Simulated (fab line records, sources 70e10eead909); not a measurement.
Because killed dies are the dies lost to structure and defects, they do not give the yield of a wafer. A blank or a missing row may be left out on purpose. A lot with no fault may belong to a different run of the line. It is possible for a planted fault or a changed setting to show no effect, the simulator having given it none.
fab line records	flow nand_harc	part 1 of 2: steps 1 to 22 of 37
record: lots: 5	wafers: 15	last_day: 24
route steps=1159 shown P_GATE@137
lots that met no fault: taken from a fault-free run of the same line
start_h: hours from the record's first day to the start of the lot's first wafer shown	wait_h: hours from the lot's prior step to this one	" the same as in the row above	L1.1+2: one row covering several wafers at once	- value missing, or start not given	* or withheld: withheld	< > ~ a bound
route shown NAME@n: a module of which the file shows steps, and the number in the route of the first	usual: average and standard deviation across the fault-free wafers	same: alike in all rows	chamber/n: place in a boat	sites: the reading at each site	_std_site: standard deviation across them	_edge_site: mean of outer sites minus mean of inner sites	radius_mm: for every site, how far away it sits from the centre of the wafer	mask NAME#n: copy n	behind: the most recent tool/chamber to have shaped the wafer	hold: why the lot went on hold/how many hours it stayed there/how the hold came to an end	device: names the non-switching transistor (n, p or np)	end of line: at the end of the route, the tests of the same wafers	a step with no rows: only its recipe	killed: at the first sort, the dies lost to defects and structure; wafer yield is something else	map: a wafer's dies, x killed, . not, _ none there
set.NAME: the setting as run; set.NAME@STEP: as run at that earlier step	model.NAME: the simulator's own value behind a step, which no gauge read
a table for each step, a row for each wafer; lots at some steps of the route
services: from which hour (start_h, from the record's first day; less than 0 if before it) a tool's chamber was out of use, for how many hours, and why
== steps ==
step: NHARC_P_GATE_EBR_22
lot.wafer	tool	chamber	start_h	wait_h
L078.1+2+6	litho_track-04	0	-	-
L083.1+5+6	litho_track-01	0	-	-
L090.2+4+6	litho_track-04	0	-	-
L093.1+4+5	litho_track-04	0	-	-
L097.1+4+6	litho_track-01	0	-	-
step: NHARC_P_GATE_EXPOSE_23
recipe: na: 1.35	target_cd_nm: 120	dose_mj: 93.91	mask_id: P_GATE
usual: reticle_temp_C: 22.98/0.1
lot.wafer	tool	chamber	start_h	wait_h	mask	reticle_temp_C
L078.1	arfi_scanner-02	0	113.94	-	P_GATE#0	22.98
L078.2	"	0	"	"	P_GATE#0	22.90
L078.6	"	0	"	"	P_GATE#0	23.07
L083.1	arfi_scanner-02	0	142.08	-	P_GATE#0	23.22
L083.5	"	0	"	"	P_GATE#0	22.97
L083.6	"	0	"	"	P_GATE#0	23.12
L090.2	arfi_scanner-03	0	185.04	-	P_GATE#0	22.92
L090.4	"	0	"	"	P_GATE#0	22.99
L090.6	"	0	"	"	P_GATE#0	22.98
L093.1	arfi_scanner-03	0	198.46	-	P_GATE#0	22.94
L093.4	"	0	"	"	P_GATE#0	22.90
L093.5	"	0	"	"	P_GATE#0	22.93
L097.1	arfi_scanner-03	0	232.71	-	P_GATE#0	23.04
L097.4	"	0	"	"	P_GATE#0	23.14
L097.6	"	0	"	"	P_GATE#0	23.03
step: NHARC_P_GATE_PEB_24
recipe: peb_temp_c: 100	peb_time_s: 65
same: peb_time_s: 65
lot.wafer	tool	chamber	start_h	wait_h
L078.1+2+6	litho_track-01	0	114.01	0.1
L083.1+5+6	litho_track-06	0	142.14	0.1
L090.2+4+6	litho_track-06	0	185.09	0.1
L093.1+4+5	litho_track-04	0	198.52	0.1
L097.1+4+6	litho_track-01	0	232.77	0.1
step: NHARC_P_GATE_DEVELOP_25
recipe: develop_time_s: 35	dev_temp_c: 23
lot.wafer	tool	chamber	start_h	wait_h
L078.1+2+6	litho_track-01	0	-	-
L083.1+5+6	litho_track-06	0	-	-
L090.2+4+6	litho_track-06	0	-	-
L093.1+4+5	litho_track-04	0	-	-
L097.1+4+6	litho_track-01	0	-	-
step: NHARC_P_GATE_CD_MEAS_26
recipe: target_cd_nm: 120	landing_energy_ev: 500
usual: cd_nm: 120.3/0.55
same: landing_energy_ev: 500
lot.wafer	tool	chamber	start_h	wait_h	cd_nm
L078.1	cd_sem-02	0	114.08	-	119.6
L078.2	"	0	"	"	119.6
L078.6	"	0	"	"	119.7
L083.1	cd_sem-03	0	142.22	-	119.9
L083.5	"	0	"	"	121.0
L083.6	"	0	"	"	119.8
L090.2	cd_sem-02	0	185.18	-	120.1
L090.4	"	0	"	"	119.9
L090.6	"	0	"	"	120.2
L093.1	cd_sem-03	0	198.60	-	120.5
L093.4	"	0	"	"	121.0
L093.5	"	0	"	"	120.8
L097.1	cd_sem-02	0	232.84	-	120.4
L097.4	"	0	"	"	120.3
L097.6	"	0	"	"	120.0
step: NHARC_P_GATE_OVL_MEAS_27
usual: overlay_x_nm: 0.0/0.59	overlay_y_nm: -0.1/0.81
lot.wafer	tool	chamber	start_h	wait_h	overlay_x_nm	overlay_y_nm
L078.1	overlay-02	-	114.17	-	1.2	0.9
L078.2	"	-	"	"	0.7	1.1
L078.6	"	-	"	"	1.5	1.0
L083.1	overlay-02	-	142.31	-	0.5	-0.7
L083.5	"	-	"	"	0.6	-0.9
L083.6	"	-	"	"	0.3	-0.5
L090.2	overlay-02	-	185.26	-	0.4	-0.3
L090.4	"	-	"	"	1.0	-0.9
L090.6	"	-	"	"	1.3	-0.6
L093.1	overlay-01	-	198.69	-	0.5	-0.9
L093.4	"	-	"	"	0.3	-0.6
L093.5	"	-	"	"	-0.6	-0.5
L097.1	overlay-02	-	232.93	-	1.0	-0.1
L097.4	"	-	"	"	0.7	-0.2
L097.6	"	-	"	"	0.8	0.1
step: NHARC_P_GATE_INSPECT_28
usual: raw_defect_count: 5.8/2.7
lot.wafer	tool	chamber	start_h	wait_h	raw_defect_count
L078.1	defect_inspect-01	-	114.21	0.0	4
L078.2	"	-	"	"	3
L078.6	"	-	"	"	5
L083.1	defect_inspect-01	-	142.35	0.0	5
L083.5	"	-	"	"	6
L083.6	"	-	"	"	3
L090.2	defect_inspect-02	-	185.30	0.0	2
L090.4	"	-	"	"	0
L090.6	"	-	"	"	9
L093.1	defect_inspect-02	-	198.73	0.0	5
L093.4	"	-	"	"	0
L093.5	"	-	"	"	1
L097.1	defect_inspect-01	-	232.97	0.0	2
L097.4	"	-	"	"	1
L097.6	"	-	"	"	3
step: NHARC_P_GATE_DESCUM_31
recipe: time_s: 3	o2_flow_sccm: 200	ar_flow_sccm: 0	bias_power_w: 0	chemistry: O2
usual: drypump_motor_current_A: 5.7/0.39	oes_product_au: 1.000/0.0075	rf_vpp_V: 58.0/0.96	showerhead_plenum_p_Torr: 1.93/0.11	throttle_valve_pct: 11.311/0.0093
lot.wafer	tool	chamber	start_h	wait_h	drypump_motor_current_A	oes_product_au	rf_hours_counter_h	rf_vpp_V	showerhead_plenum_p_Torr	throttle_valve_pct
L078.2	rie_diel-12	3	114.28	0.1	5.4	1.021	26	56.9	1.77	11.314
L078.1	"	0	"	"	5.6	1.007	26	58.4	1.78	11.305
L078.6	"	2	"	"	4.8	1.010	-	55.8	1.80	11.322
L083.1	rie_diel-11	0	142.43	0.1	5.6	0.999	22	58.1	2.03	11.302
L083.5	"	1	"	"	5.6	0.996	-	58.6	2.05	11.310
L083.6	"	3	"	"	5.8	1.000	-	59.1	1.95	11.298
L090.2	rie_diel-11	0	185.42	0.1	5.6	0.992	34	58.7	2.03	11.300
L090.4	"	1	"	"	5.6	1.002	34	57.7	2.04	11.321
L090.6	"	3	"	"	5.8	0.993	-	57.9	1.95	11.303
L093.4	rie_diel-11	0	198.82	0.1	5.6	1.004	0	58.2	2.03	11.316
L093.1	"	1	"	"	5.6	0.993	0	58.6	2.04	11.319
L093.5	"	0	"	"	5.6	0.991	-	58.1	2.03	11.311
L097.1	rie_diel-11	2	233.05	0.1	5.8	1.011	6	58.4	1.81	11.327
L097.4	"	3	"	"	5.8	1.001	6	59.3	1.94	11.318
L097.6	"	1	"	"	5.6	0.997	-	59.6	2.04	11.322
step: NHARC_P_GATE_ETCH_104
recipe: target_depth_a: 600	time_s: withheld	cf4_flow_sccm: 100	chf3_flow_sccm: 30	ar_flow_sccm: 0	rf_w: 500	bias_w: 200	chemistry: CF4/CHF3
usual: drypump_motor_current_A: 5.7/0.4	oes_product_au: 0.947/0.02	rf_vpp_V: 371.0/2.8	showerhead_plenum_p_Torr: 1.59/0.08	throttle_valve_pct: 16.801/0.0094
lot.wafer	tool	chamber	start_h	wait_h	drypump_motor_current_A	oes_product_au	rf_vpp_V	showerhead_plenum_p_Torr	throttle_valve_pct
L078.2	rie_diel-12	1	114.36	0.1	5.2	0.978	373.6	1.66	16.798
L078.1	"	2	"	"	4.8	0.964	368.0	1.48	16.806
L078.6	"	0	"	"	5.5	0.974	367.0	1.47	16.794
L083.1	rie_diel-11	1	142.52	0.1	5.6	0.930	373.8	1.68	16.810
L083.5	"	1	"	"	5.5	0.925	373.9	1.68	16.795
L083.6	"	3	"	"	5.8	0.925	373.0	1.60	16.815
L090.4	rie_diel-11	1	185.50	0.1	5.6	0.935	372.9	1.67	16.798
L090.2	"	2	"	"	5.8	0.934	368.7	1.49	16.805
L090.6	"	0	"	"	5.6	0.927	375.1	1.66	16.798
L093.1	rie_diel-11	3	198.90	0.1	5.8	0.928	371.1	1.60	16.788
L093.4	"	0	"	"	5.6	0.940	373.2	1.66	16.815
L093.5	"	1	"	"	5.6	0.961	373.4	1.67	16.807
L097.4	rie_diel-11	2	233.12	0.1	5.8	0.919	365.8	1.49	16.796
L097.1	"	1	"	"	5.6	0.914	372.6	1.67	16.809
L097.6	"	2	"	"	5.8	0.927	367.4	1.49	16.815
step: NHARC_P_GATE_HM_OPEN_105
recipe: target_depth_a: 3600	o2_flow_sccm: 400	cos_flow_sccm: 20	ar_flow_sccm: 0	rf_w: 500	bias_w: 300	chemistry: O2/COS
usual: drypump_motor_current_A: 5.7/0.4	oes_product_au: 1.000/0.0071	rf_vpp_V: 468/3.5	showerhead_plenum_p_Torr: 3.16/0.16	throttle_valve_pct: 28.330/0.0079
lot.wafer	tool	chamber	start_h	wait_h	drypump_motor_current_A	oes_product_au	rf_hours_counter_h	rf_vpp_V	showerhead_plenum_p_Torr	throttle_valve_pct
L078.2	rie_diel-12	0	-	-	5.6	0.999	26	463	2.92	28.314
L078.1	"	3	"	"	5.4	1.010	26	462	2.91	28.318
L078.6	"	0	"	"	5.6	0.998	-	462	2.92	28.332
L083.1	rie_diel-11	0	-	-	5.7	1.004	23	471	3.30	28.322
L083.6	"	1	"	"	5.6	1.005	-	472	3.33	28.337
L083.5	"	3	"	"	5.8	1.007	-	468	3.18	28.338
L090.4	rie_diel-11	2	-	-	5.8	1.009	29	463	2.96	28.340
L090.2	"	0	"	"	5.7	0.988	34	470	3.30	28.345
L090.6	"	1	"	"	5.6	0.998	-	473	3.32	28.337
L093.4	rie_diel-11	3	-	-	5.8	0.983	0	468	3.17	28.331
L093.1	"	0	"	"	5.6	1.002	0	469	3.30	28.314
L093.5	"	0	"	"	5.6	0.997	-	471	3.30	28.322
L097.4	rie_diel-11	3	-	-	5.8	0.993	6	468	3.17	28.337
L097.1	"	1	"	"	5.6	0.990	6	471	3.32	28.336
L097.6	"	3	"	"	5.8	0.982	-	469	3.17	28.335
step: NHARC_P_GATE_STRIP_106
recipe: o2_flow_sccm: 400	cos_flow_sccm: 20	ar_flow_sccm: 0	bias_w: 0	chemistry: O2/COS
lot.wafer	tool	chamber	start_h	wait_h
L078.1+2+6	rie_diel-12	3,0,2	-	-
L083.1+6+5	rie_diel-11	3,3,0	-	-
L090.4+2+6	rie_diel-11	0,2,0	-	-
L093.4+1+5	rie_diel-11	2,1,3	-	-
L097.4+1+6	rie_diel-11	1,3,1	-	-
step: NHARC_P_GATE_ETCH_114
recipe: target_depth_a: 300	overetch_a: 30	time_s: 16.5	ion_energy_ev: 100	cf4_flow_sccm: 80	o2_flow_sccm: 20	ar_flow_sccm: 0	rf_w: 300	bias_w: 100	chemistry: CF4/O2
usual: drypump_motor_current_A: 5.7/0.38	oes_product_au: 1.002/0.0073	rf_vpp_V: 198.1/1.7	showerhead_plenum_p_Torr: 1.35/0.072	throttle_valve_pct: 13.398/0.0091
lot.wafer	tool	chamber	start_h	wait_h	drypump_motor_current_A	oes_product_au	rf_hours_counter_h	rf_vpp_V	showerhead_plenum_p_Torr	throttle_valve_pct
L078.2	rie_diel-12	0	-	-	5.5	0.998	26	195.7	1.24	13.412
L078.1	"	1	"	"	5.2	0.998	29	200.3	1.41	13.402
L078.6	"	0	"	"	5.5	0.999	-	197.0	1.24	13.392
L083.1	rie_diel-11	1	-	-	5.5	1.000	23	200.5	1.43	13.396
L083.6	"	0	"	"	5.6	0.999	-	199.1	1.42	13.391
L083.5	"	1	"	"	5.6	1.004	-	199.5	1.43	13.395
L090.4	rie_diel-11	0	-	-	5.6	0.999	34	199.2	1.41	13.377
L090.2	"	3	"	"	5.8	0.997	34	198.1	1.36	13.404
L090.6	"	1	"	"	5.6	1.010	-	199.7	1.42	13.403
L093.4	rie_diel-11	0	-	-	5.6	1.005	0	197.9	1.41	13.405
L093.1	"	1	"	"	5.6	1.005	0	198.5	1.42	13.398
L093.5	"	3	"	"	5.8	1.012	-	197.3	1.36	13.412
L097.4	rie_diel-11	3	-	-	5.8	0.987	6	196.2	1.36	13.390
L097.1	"	0	"	"	5.6	1.005	6	200.1	1.41	13.404
L097.6	"	0	"	"	5.6	1.004	-	198.6	1.41	13.394
step: NHARC_P_GATE_ETCH_32
recipe: target_depth_a: 1500	over_etch_frac: 1	over_etch_ion_energy_ev: 40	time_s: 100.1	hbr_flow_sccm: 150	cl2_flow_sccm: 50	rf_w: 400	icp_w: 400	bias_w: 100	chemistry: HBr/Cl2
usual: drypump_motor_current_A: 5.9/0.48	oes_product_au: 0.997/0.0077	throttle_valve_pct: 26.404/0.0089
lot.wafer	tool	chamber	start_h	wait_h	drypump_motor_current_A	oes_product_au	rf_hours_counter_h	throttle_valve_pct
L078.2	rie_si-03	2	114.76	-	5.3	0.995	1.0	26.397
L078.1	"	3	"	"	4.8	0.993	1.2	26.398
L078.6	"	1	"	"	6.0	0.991	-	26.391
L083.1	rie_si-02	2	142.97	-	6.0	1.001	0.8	26.405
L083.6	"	1	"	"	6.2	0.985	-	26.404
L083.5	"	2	"	"	6.0	0.987	-	26.406
L090.2	rie_si-03	0	186.39	-	6.3	0.996	0.3	26.413
L090.4	"	1	"	"	6.0	0.983	-	26.410
L090.6	"	0	"	"	6.3	1.004	-	26.391
L093.1	rie_si-02	1	199.33	-	6.2	0.998	1.5	26.398
L093.4	"	1	"	"	6.2	0.997	-	26.401
L093.5	"	0	"	"	5.8	1.009	-	26.422
L097.1	rie_si-03	1	233.49	-	6.0	1.009	0.9	26.409
L097.4	"	0	"	"	6.2	1.002	0.8	26.417
L097.6	"	2	"	"	5.3	1.005	-	26.406
step: NHARC_P_GATE_STRIP_108
recipe: o2_flow_sccm: 500	ar_flow_sccm: 0	bias_w: 0	chemistry: O2
usual: drypump_motor_current_A: 5.9/0.4	oes_product_au: 0.999/0.0068	rf_vpp_V: 58.0/1	showerhead_plenum_p_Torr: 3.58/0.16	throttle_valve_pct: 17.035/0.0087
lot.wafer	tool	chamber	start_h	wait_h	drypump_motor_current_A	oes_product_au	rf_hours_counter_h	rf_vpp_V	showerhead_plenum_p_Torr	throttle_valve_pct
L078.2	rie_diel-01	3	114.89	-	6.2	0.993	57	57.3	3.72	17.034
L078.1	"	2	"	"	6.7	0.994	45	58.0	3.56	17.023
L078.6	"	0	"	"	6.4	0.989	-	57.4	3.32	17.034
L083.1	rie_diel-11	0	143.12	-	5.6	1.001	23	59.9	3.73	17.032
L083.6	"	0	"	"	5.6	0.993	-	57.6	3.73	17.045
L083.5	"	3	"	"	5.8	1.004	-	58.1	3.59	17.034
L090.4	rie_diel-01	3	186.67	-	6.3	1.001	13	58.2	3.71	17.018
L090.2	"	1	"	"	5.7	0.995	14	57.9	3.59	17.036
L090.6	"	2	"	"	6.6	0.994	-	57.8	3.54	17.042
L093.4	rie_diel-11	2	199.54	-	5.8	0.998	0	57.3	3.35	17.032
L093.1	"	3	"	"	5.8	0.996	0	58.2	3.58	17.024
L093.5	"	1	"	"	5.6	0.999	-	58.6	3.75	17.043
L097.4	rie_diel-11	0	233.65	-	5.6	0.994	6	59.4	3.72	17.032
L097.1	"	1	"	"	5.6	0.989	6	59.4	3.75	17.034
L097.6	"	1	"	"	5.6	0.984	-	57.5	3.75	17.028
step: NHARC_P_GATE_CD_MEAS_33
usual: cd_nm: 120.9/1.7
lot.wafer	tool	chamber	start_h	wait_h	cd_nm
L078.1	cd_sem-01	-	115.07	-	123.9
L078.2	"	-	"	"	120.0
L078.6	"	-	"	"	120.1
L083.1	cd_sem-03	-	143.32	0.2	121.9
L083.5	"	-	"	"	121.0
L083.6	"	-	"	"	120.6
L090.2	cd_sem-01	-	186.84	-	123.7
L090.4	"	-	"	"	121.7
L090.6	"	-	"	"	121.5
L093.1	cd_sem-03	-	199.70	-	122.1
L093.4	"	-	"	"	122.4
L093.5	"	-	"	"	122.3
L097.1	cd_sem-03	-	233.83	-	121.1
L097.4	"	-	"	"	122.3
L097.6	"	-	"	"	122.7
step: NHARC_P_GATE_STRIP_35
recipe: time_s: 600	temp_c: 130	chemistry: SPM
lot.wafer	tool	chamber	start_h	wait_h
L078.2+1+6	wet_bench-04	5,0,2	115.15	0.1
L083.1+6+5	wet_bench-05	3,4,7	143.41	0.1
L090.2+4+6	wet_bench-04	0,1,3	186.93	0.1
L093.1+5+4	wet_bench-04	1,2,3	199.80	0.1
L097.1+6+4	wet_bench-04	5,6,1	233.91	0.1
step: NHARC_P_GATE_PRECLEAN_73
recipe: time_s: *	temp_c: 50	bath_age_min: 0	chemistry: SC1
lot.wafer	tool	chamber	start_h	wait_h
L078.2+1+6	wet_bench-04	5,0,2	-	-
L083.1+6+5	wet_bench-05	3,4,7	-	-
L090.2+4+6	wet_bench-04	0,1,3	-	-
L093.1+5+4	wet_bench-04	1,2,3	-	-
L097.1+6+4	wet_bench-04	5,6,1	-	-
step: NHARC_P_GATE_SRD_74
lot.wafer	tool	chamber	start_h	wait_h
L078.2+1+6	wet_bench-04	5,0,2	-	-
L083.1+6+5	wet_bench-05	3,4,7	-	-
L090.2+4+6	wet_bench-04	0,1,3	-	-
L093.1+5+4	wet_bench-04	1,2,3	-	-
L097.1+6+4	wet_bench-04	5,6,1	-	-
step: NHARC_P_GATE_ALD_36
recipe: target_thk_a: 200	pulse_time_s: 60	ald_cycles: 223	temp_c: 400	material: SiNx
usual: heater_power_w: 818/120	precursor_pulse_height_rel: 1.002/0.019
lot.wafer	tool	chamber	start_h	wait_h	heater_power_w	precursor_pulse_height_rel
L078.2	ald_sin-04	0	116.59	-	745	1.007
L078.1	"	1	117.64	-	795	0.969
L078.6	"	3	119.74	-	899	1.017
L083.1	ald_sin-02	2	144.83	-	864	1.047
L083.6	"	1	147.99	-	619	1.028
L083.5	"	2	149.04	-	900	0.970
L090.2	ald_sin-03	1	187.31	-	881	1.014
L090.4	"	2	193.03	-	705	1.021
L090.6	"	3	194.46	-	814	1.000
L093.1	ald_sin-03	3	200.17	-	787	1.003
L093.4	"	2	203.32	-	691	0.973
L093.5	"	0	205.42	-	1067	1.023
L097.1	ald_sin-03	1	234.28	-	855	1.025
L097.4	"	3	236.41	-	824	1.008
L097.6	"	1	238.53	-	867	1.015
step: NHARC_P_GATE_ETCHBACK_37
recipe: target_depth_a: 345	time_s: 17.2	chf3_flow_sccm: 50	o2_flow_sccm: 10	ar_flow_sccm: 200	rf_w: 500	bias_w: 200	chemistry: CHF3/O2
usual: drypump_motor_current_A: 5.6/0.32	oes_product_au: 0.96/0.037	rf_vpp_V: 371.1/2.8	showerhead_plenum_p_Torr: 2.43/0.13	throttle_valve_pct: 20.573/0.0084
lot.wafer	tool	chamber	start_h	wait_h	drypump_motor_current_A	oes_product_au	rf_hours_counter_h	rf_vpp_V	showerhead_plenum_p_Torr	throttle_valve_pct
L078.1	rie_diel-11	0	-	-	5.6	0.92	20	373.4	2.54	20.564
L078.2	"	1	"	"	5.6	0.92	20	374.6	2.56	20.569
L078.6	"	3	"	"	5.8	0.93	-	372.0	2.45	20.588
L083.1	rie_diel-11	3	-	-	5.8	0.93	26	371.1	2.44	20.575
L083.6	"	3	"	"	5.8	0.93	-	371.9	2.44	20.573
L083.5	"	0	"	"	5.6	0.92	-	373.7	2.54	20.580
L090.2	rie_diel-11	1	-	-	5.6	1.00	0	373.8	2.56	20.573
L090.4	"	2	"	"	5.8	1.00	0	367.0	2.28	20.587
L090.6	"	0	"	"	5.6	1.01	-	373.2	2.54	20.563
L093.4	rie_diel-11	2	-	-	5.8	0.93	2	367.0	2.28	20.586
L093.1	"	0	"	"	5.6	0.92	3	374.8	2.54	20.577
L093.5	"	2	"	"	5.8	0.92	-	367.7	2.28	20.577
L097.4	rie_diel-01	2	-	-	6.6	1.00	34	371.1	2.40	20.568
L097.1	"	1	"	"	5.7	1.01	35	370.8	2.44	20.590
L097.6	"	2	"	"	6.6	1.00	-	370.8	2.40	20.580
step: NHARC_P_GATE_STRIP_101
recipe: time_s: 20	o2_flow_sccm: 500	ar_flow_sccm: 0	bias_w: 0	chemistry: O2
usual: drypump_motor_current_A: 5.7/0.31	oes_product_au: 1.000/0.008	rf_vpp_V: 57.9/0.82	showerhead_plenum_p_Torr: 3.55/0.18	throttle_valve_pct: 17.037/0.0091
lot.wafer	tool	chamber	start_h	wait_h	drypump_motor_current_A	oes_product_au	rf_hours_counter_h	rf_vpp_V	showerhead_plenum_p_Torr	throttle_valve_pct
L078.2	rie_diel-11	0	125.12	0.1	5.6	0.993	20	57.8	3.73	17.041
L078.1	"	1	"	"	5.6	0.990	20	58.3	3.76	17.051
L078.6	"	0	"	"	5.6	0.994	-	58.0	3.73	17.046
L083.1	rie_diel-11	0	153.58	0.3	5.6	0.986	26	59.0	3.73	17.040
L083.5	"	3	"	"	5.8	1.010	-	58.0	3.59	17.050
L083.6	"	0	"	"	5.6	1.001	-	58.6	3.73	17.027
L090.4	rie_diel-11	3	199.20	0.1	5.8	0.991	0	59.1	3.59	17.043
L090.2	"	0	"	"	5.6	0.996	0	58.4	3.72	17.050
L090.6	"	2	"	"	5.8	0.998	-	56.7	3.35	17.040
L093.4	rie_diel-11	3	209.77	0.1	5.8	0.984	2	58.3	3.58	17.043
L093.1	"	1	"	"	5.6	0.995	2	58.7	3.75	17.033
L093.5	"	3	"	"	5.8	0.989	-	57.8	3.58	17.033
L097.4	rie_diel-01	3	244.15	0.2	6.3	0.993	32	57.6	3.70	17.024
L097.1	"	2	"	"	6.6	1.011	34	57.0	3.53	17.039
L097.6	"	3	"	"	6.3	1.016	-	58.5	3.70	17.041
step: NHARC_P_GATE_PRECLEAN_97
recipe: time_s: 600	temp_c: 120	chemistry: SPM
lot.wafer	tool	chamber	start_h	wait_h
L078.6+1+2	wet_bench-05	6,0,1	125.21	-
L083.1+5+6	wet_bench-05	1,5,6	153.68	-
L090.6+2+4	wet_bench-04	5,7,1	199.29	-
L093.1+4+5	wet_bench-05	6,7,0	209.89	-
L097.6+1+4	wet_bench-01	3,4,5	244.24	-
